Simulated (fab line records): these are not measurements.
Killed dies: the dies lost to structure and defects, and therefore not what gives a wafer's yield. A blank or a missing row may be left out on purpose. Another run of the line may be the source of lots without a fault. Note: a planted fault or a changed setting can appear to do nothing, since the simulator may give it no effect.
Chamber matching	flow nand_harc	4 sister chambers for NHARC_P_GATE_STRIP_101 on rie_diel-13
The step strips in O2, time 20 s. 16 wafers are shown with their chamber, then 8 later ones without.

## EACH WAFER AND ITS CHAMBER
wafer	chamber	showerhead_plenum_p_Torr (Torr)	drypump_motor_current_A (A)	oes_product_au (a.u.)
L076.1	3	3.48	5.6	1.016
L076.3	0	3.40	5.5	0.980
L076.5	3	3.48	5.6	1.006
L076.2	1	3.49	5.2	0.994
L076.4	2	3.69	5.6	1.005
L076.6	0	3.40	5.5	0.990
L084.1	3	3.48	5.6	1.016
L084.2	1	3.48	5.2	1.000
L084.5	3	3.48	5.6	1.014
L088.1	2	3.68	5.6	0.999
L088.3	0	3.39	5.5	0.996
L088.4	3	3.47	5.6	1.003
L086.1	3	3.47	5.7	1.011
L086.2	0	3.39	5.5	0.982
L086.4	2	3.68	5.7	0.993
L089.2	0	3.39	5.5	0.991

SIGNATURES (means of the wafers above)
reading	chamber 0	chamber 1	chamber 2	chamber 3	scatter within a chamber
showerhead_plenum_p_Torr	3.3940	3.4850	3.6833	3.4767	0.00555
drypump_motor_current_A	5.500	5.200	5.633	5.617	0.0354
oes_product_au	0.98780	0.99700	0.99900	1.01100	0.00588
Rule: a wafer lies at a distance from a chamber equal to the root of the sum of squares, over the readings, of (its reading less the chamber's mean, divided by the reading's scatter). If the next closest chamber is less than 2 further off than the closest, the wafer can't be placed; otherwise it belongs to the closest. How the scatter is found: for the shown wafers, subtract from each reading the mean of its chamber, square and add these, divide the total by (wafers less chambers), then take the root.

## WAFERS WITHOUT THEIR CHAMBER
wafer	showerhead_plenum_p_Torr (Torr)	drypump_motor_current_A (A)	oes_product_au (a.u.)
L089.4	3.48	5.2	0.996
L089.5	3.68	5.6	1.009
L089.1	3.68	5.6	0.998
L089.3	3.47	5.6	1.004
L089.6	3.48	5.2	0.996
L090.2	3.67	5.6	1.002
L090.4	3.39	5.5	0.997
L090.5	3.39	5.5	0.995

## THE CHAMBER EACH PASSED THROUGH
wafer	from the rows above	in truth
L089.4	1	1
L089.5	2	2
L089.1	2	2
L089.3	3	3
L089.6	1	1
L090.2	2	2
L090.4	0	0
L090.5	0	0
Correct placement for 8 of the 8. Number that these rows cannot place: 0. Wrongly placed: 0.
